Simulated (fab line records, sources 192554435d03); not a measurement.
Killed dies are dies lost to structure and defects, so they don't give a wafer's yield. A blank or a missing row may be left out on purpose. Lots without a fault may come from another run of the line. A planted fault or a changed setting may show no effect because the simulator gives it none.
Which tool did it? | flow n5_finfet | 7 lots, 21 wafers sampled, at 1 step of a route of 1938

WHAT THE GAUGES READ, wafer by wafer
N5_HKMG_FIN_INSPECT_61: inspects for defects (macro).
lot  | measured    | on                | raw_defect_count
L620 | day 4 06:56 | defect_inspect-02 | 3 1 1
L622 | day 4 19:47 | defect_inspect-02 | 1 1 1
L624 | day 5 06:41 | defect_inspect-01 | 4 1 7
L632 | day 7 06:17 | defect_inspect-01 | 2 0 2
L635 | day 7 23:32 | defect_inspect-02 | 1 1 1
L639 | day 9 00:43 | defect_inspect-02 | 0 0 0
L642 | day 9 18:07 | defect_inspect-02 | 2 1 1

WHICH TOOL RAN EACH LOT (tool, then ch and the chambers of the sampled wafers, then the start)
The record holds no process step before these readings.

THE ANSWER, worked out from the rows above alone
Rule: what is usual is taken from the lots themselves. Put in order of their means at a reading, lots are off if they are a third of the lots or fewer, leave a main group of 4 or more, and stand apart from it by a gap of 3 or more times the standard deviation of the main group's means; of several such gaps the widest counts. A main group whose means are all the same, to the digits that the tables above print for the reading, isn't used. A lot without any number at a reading at which 4 lots or more have one is off too. The other lots that the step has rows for count as sound.
Off: L624, at N5_HKMG_FIN_INSPECT_61 (raw_defect_count). The main group: mean 1.1, standard deviation 0.52.
A tool fits if, at a process step before that reading, it ran every lot that is off, and no sound lot after the first of them. The gauges at N5_HKMG_FIN_INSPECT_61 are tried like those tools. None of those tried fits.

WHAT THE SIMULATOR HAD PUT IN
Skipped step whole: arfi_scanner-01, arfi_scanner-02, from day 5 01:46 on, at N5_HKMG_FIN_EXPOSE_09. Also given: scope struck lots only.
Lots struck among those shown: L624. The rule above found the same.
